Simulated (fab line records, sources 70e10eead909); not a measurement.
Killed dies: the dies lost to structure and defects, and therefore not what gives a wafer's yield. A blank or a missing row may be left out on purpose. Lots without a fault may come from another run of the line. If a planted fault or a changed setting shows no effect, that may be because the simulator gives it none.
What tool caused it?    flow nand_harc    Sampling: 11 lots, 33 wafers, 5 of 1302 route steps

## WHAT THE GAUGES SHOWED, per wafer
NHARC_A_ONON_D2_THK_MEAS_21: measures by ellipsometry. Usual: 1001 nm for thk_nm, sd 7.4.
lot   measured      on             thk_nm (nm)     flag
L240  day 12 19:41  film_metro-01  1006 1003 1004  
L241  day 13 10:12  film_metro-01  1004 1004 1004  
L243  day 13 18:09  film_metro-02  1002 1001 1002  
L247  day 15 20:47  film_metro-02  1004 1001 1003  
L246  day 15 20:48  film_metro-01  1005 1006 1006  
L248  day 16 10:44  film_metro-01  1005 1007 1003  
L252  day 17 13:53  film_metro-01  991 991 993     
L253  day 18 12:12  film_metro-01  1011 1011 1010  
L254  day 19 02:58  film_metro-02  994 994 992     
L258  day 20 14:53  film_metro-01  1000 998 999    
L259  day 21 10:35  film_metro-01  1005 1006 1006  

NHARC_END_SORT_01. Usual: killed_at_array 59, standard deviation 24; killed_at_other 0.7, standard deviation 1.2; killed_at_periphery 3.5, standard deviation 2.6; killed_dies 63, standard deviation 24; killed_open 3.2, standard deviation 2.1; killed_short 2.4, standard deviation 1.5.
lot   measured      on         killed_at_array  killed_at_other  killed_at_periphery  killed_dies  killed_open  killed_short  flag
L258  day 32 01:13  prober-01  93 100 494       2 0 0            5 1 1                100 101 495  6 6 2        1 6 0         OFF
L259  day 33 14:14  prober-02  29 498 48        1 3 6            3 6 3                33 507 57    1 5 0        1 3 4         OFF

## EACH LOT AND THE TOOL THAT RAN IT (in order: tool; ch and the chambers of the sampled wafers; start)
lot   NHARC_A_CHANNEL_HOLE_D2_ETCH_16     NHARC_A_CHANNEL_HOLE_D2_ETCH_21   NHARC_A_CHANNEL_HOLE_D2_ETCH_22
L240  rie_diel-12 ch 1,2,3, day 13 03:21  har_etch-02 ch 0,1, day 13 08:30  har_etch-02 ch 0,1, day 13 09:01
L241  rie_diel-12 ch 0,2,3, day 13 17:02  har_etch-01 ch 0,1, day 13 18:00  har_etch-01 ch 0,1, day 13 18:26
L243  rie_diel-07 ch 0,2, day 14 00:58    har_etch-02 ch 0,1, day 14 03:25  har_etch-02 ch 0,1, day 14 03:51
L247  rie_diel-07 ch 1,3, day 16 02:23    har_etch-01 ch 0,1, day 16 03:35  har_etch-01 ch 0,1, day 16 04:02
L246  rie_diel-02 ch 1,2,3, day 16 02:30  har_etch-02 ch 0,1, day 16 03:32  har_etch-02 ch 0,1, day 16 03:58
L248  rie_diel-02 ch 0,2,3, day 16 20:10  har_etch-01 ch 0,1, day 17 00:40  har_etch-01 ch 0,1, day 17 01:07
L252  rie_diel-12 ch 0,2,3, day 17 21:54  har_etch-01 ch 0,1, day 17 22:52  har_etch-01 ch 0,1, day 17 23:19
L253  rie_diel-02 ch 1,3, day 18 17:54    har_etch-02 ch 0,1, day 18 20:42  har_etch-02 ch 0,1, day 18 21:10
L254  rie_diel-12 ch 0,1, day 19 10:16    har_etch-02 ch 1, day 19 12:49    har_etch-02 ch 1, day 19 13:17
L258  rie_diel-12 ch 0,1,3, day 21 00:43  har_etch-01 ch 0,1, day 21 04:23  har_etch-01 ch 0,1, day 21 04:50
L259  rie_diel-12 ch 0,1,3, day 21 16:04  har_etch-02 ch 1, day 21 17:13    har_etch-02 ch 1, day 21 17:40
- NHARC_A_CHANNEL_HOLE_D2_ETCH_16: etches the open film in O2/COS, target depth 3100 nm, time 806 s.
- NHARC_A_CHANNEL_HOLE_D2_ETCH_21: etches the open film in C4F8/O2/Ar, time 514.3 s, target depth 1600 nm.
- NHARC_A_CHANNEL_HOLE_D2_ETCH_22: etches the open film in C4F8/O2/Ar, time 666.7 s, target depth 1600 nm.

## WHAT THE TOOLS THEMSELVES READ (means of the sampled wafers that have a number; where no wafer has one, the mark that the record gives instead)
NHARC_A_CHANNEL_HOLE_D2_ETCH_16. Usual: drypump_motor_current_A 5.6 A (standard deviation 0.44); o2_flow_sccm 400.1 sccm (standard deviation 1.1); oes_product_au 0.999 a.u. (standard deviation 0.013); rf_vpp_V 313.8 V (standard deviation 2.1); run_length_s 827.3 s (standard deviation 0.41); showerhead_plenum_p_Torr 3.10 Torr (standard deviation 0.14); throttle_valve_pct 28.330 % (standard deviation 0.0076).
lot   tool         drypump_motor_current_A (A)  o2_flow_sccm (sccm)  oes_product_au (a.u.)  rf_vpp_V (V)  run_length_s (s)  showerhead_plenum_p_Torr (Torr)  throttle_valve_pct (%)  flag
L240  rie_diel-12  5.2                          399.5                1.007                  314.2         827.1             3.15                             28.332                  
L241  rie_diel-12  5.1                          400.4                1.008                  315.8         827.4             3.21                             28.341                  
L243  rie_diel-07  5.4                          399.8                0.991                  311.4         828.1             3.01                             28.339                  
L247  rie_diel-07  6.0                          401.5                0.997                  313.3         827.3             3.09                             28.334                  
L246  rie_diel-02  5.7                          399.9                0.994                  310.9         827.3             2.98                             28.326                  
L248  rie_diel-02  5.8                          400.6                1.005                  313.4         827.1             3.04                             28.332                  
L252  rie_diel-12  5.1                          400.1                1.004                  315.3         827.2             3.21                             28.328                  
L253  rie_diel-02  5.7                          398.9                0.996                  312.7         827.4             3.00                             28.338                  
L254  rie_diel-12  5.7                          399.2                1.016                  316.0         827.3             3.26                             28.329                  
L258  rie_diel-12  5.5                          399.6                1.007                  314.9         762.9             3.18                             28.327                  OFF
L259  rie_diel-12  5.5                          399.7                1.006                  314.9         762.9             3.18                             28.338                  OFF

NHARC_A_CHANNEL_HOLE_D2_ETCH_21. Usual: drypump_motor_current_A 5.4 A, standard deviation 0.51; o2_flow_sccm 35.72 sccm, standard deviation 0.1; run_length_s 499.3 s, standard deviation 3.9e-11; showerhead_plenum_p_Torr 3.66 Torr, standard deviation 0.049; temp_c -20.01 C, standard deviation 0.11; throttle_valve_pct 32.154 %, standard deviation 0.0091.
lot   tool         drypump_motor_current_A (A)  o2_flow_sccm (sccm)  run_length_s (s)  showerhead_plenum_p_Torr (Torr)  temp_c (C)  throttle_valve_pct (%)  flag
L240  har_etch-02  5.4                          35.72                499.3             3.73                             -20.07      32.149                  
L241  har_etch-01  5.6                          35.74                499.3             3.65                             -20.09      32.156                  
L243  har_etch-02  5.4                          35.76                499.3             3.73                             -20.07      32.146                  
L247  har_etch-01  5.7                          35.73                499.3             3.63                             -19.99      32.154                  
L246  har_etch-02  5.4                          35.72                499.3             3.71                             -20.14      32.155                  
L248  har_etch-01  5.1                          35.75                499.3             3.65                             -20.03      32.156                  
L252  har_etch-01  5.2                          35.66                499.3             3.64                             -20.04      32.149                  
L253  har_etch-02  5.4                          35.71                499.3             3.70                             -19.95      32.162                  
L254  har_etch-02  5.2                          35.50                499.3             3.69                             -20.02      32.149                  
L258  har_etch-01  5.6                          35.76                499.3             3.59                             -20.11      32.152                  
L259  har_etch-02  5.2                          35.67                499.3             3.68                             -20.03      32.160                  

NHARC_A_CHANNEL_HOLE_D2_ETCH_22. Usual: drypump_motor_current_A 5.4 A, standard deviation 0.51; o2_flow_sccm 35.72 sccm, standard deviation 0.094; run_length_s 651.7 s, standard deviation 2.3e-10; showerhead_plenum_p_Torr 3.66 Torr, standard deviation 0.049; temp_c -20.01 C, standard deviation 0.1; throttle_valve_pct 32.155 %, standard deviation 0.0088.
lot   tool         drypump_motor_current_A (A)  o2_flow_sccm (sccm)  run_length_s (s)  showerhead_plenum_p_Torr (Torr)  temp_c (C)  throttle_valve_pct (%)  flag
L240  har_etch-02  5.4                          35.72                651.7             3.73                             -20.00      32.152                  
L241  har_etch-01  5.6                          35.77                651.7             3.65                             -19.95      32.152                  
L243  har_etch-02  5.4                          35.70                651.7             3.73                             -19.98      32.164                  
L247  har_etch-01  5.7                          35.85                651.7             3.63                             -19.95      32.157                  
L246  har_etch-02  5.4                          35.72                651.7             3.71                             -20.08      32.155                  
L248  har_etch-01  5.2                          35.70                651.7             3.65                             -19.99      32.151                  
L252  har_etch-01  5.1                          35.72                651.7             3.64                             -19.88      32.146                  
L253  har_etch-02  5.4                          35.61                651.7             3.70                             -20.01      32.158                  
L254  har_etch-02  5.2                          35.64                651.7             3.69                             -19.89      32.160                  
L258  har_etch-01  5.6                          35.67                651.7             3.59                             -20.06      32.159                  
L259  har_etch-02  5.2                          35.85                651.7             3.68                             -20.01      32.151                  

## THE ANSWER, worked out from the rows above alone
Rule: a lot is off if the mean of its wafers that have a number lies more than 3 standard deviations from the usual mean. A lot without any number at a reading at which 4 lots or more have one is off too. All remaining lots with rows at the step are treated as sound. First the gauges in route order, then the tools' own readings, where a lot's mean is used as printed above. At the first step where some lot is off, the reading lying furthest off is the one used; lots without a number count as furthest.
Off: L258, L259 (NHARC_END_SORT_01, killed_at_array). Neither off nor sound, because the step has no rows for them: L240, L241, L243, L247, L246, L248, L252, L253, L254.
If a tool, at a process step before that reading, ran all the lots that are off and no sound lot after the first of them, it fits. Not tried: the gauges at NHARC_END_SORT_01; whatever is off there is also off at NHARC_A_CHANNEL_HOLE_D2_ETCH_16, on other tools, and gauge error can't account for it. One fits: NHARC_A_CHANNEL_HOLE_D2_ETCH_16 on rie_diel-12. It ran no sound lot before its first lot that is off in this sample, so the start can't be narrowed down.

## WHAT THE SIMULATOR HAD INSERTED
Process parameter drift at NHARC_A_CHANNEL_HOLE_D2_ETCH_16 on rie_diel-12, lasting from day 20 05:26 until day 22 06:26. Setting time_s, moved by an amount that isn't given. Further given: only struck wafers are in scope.
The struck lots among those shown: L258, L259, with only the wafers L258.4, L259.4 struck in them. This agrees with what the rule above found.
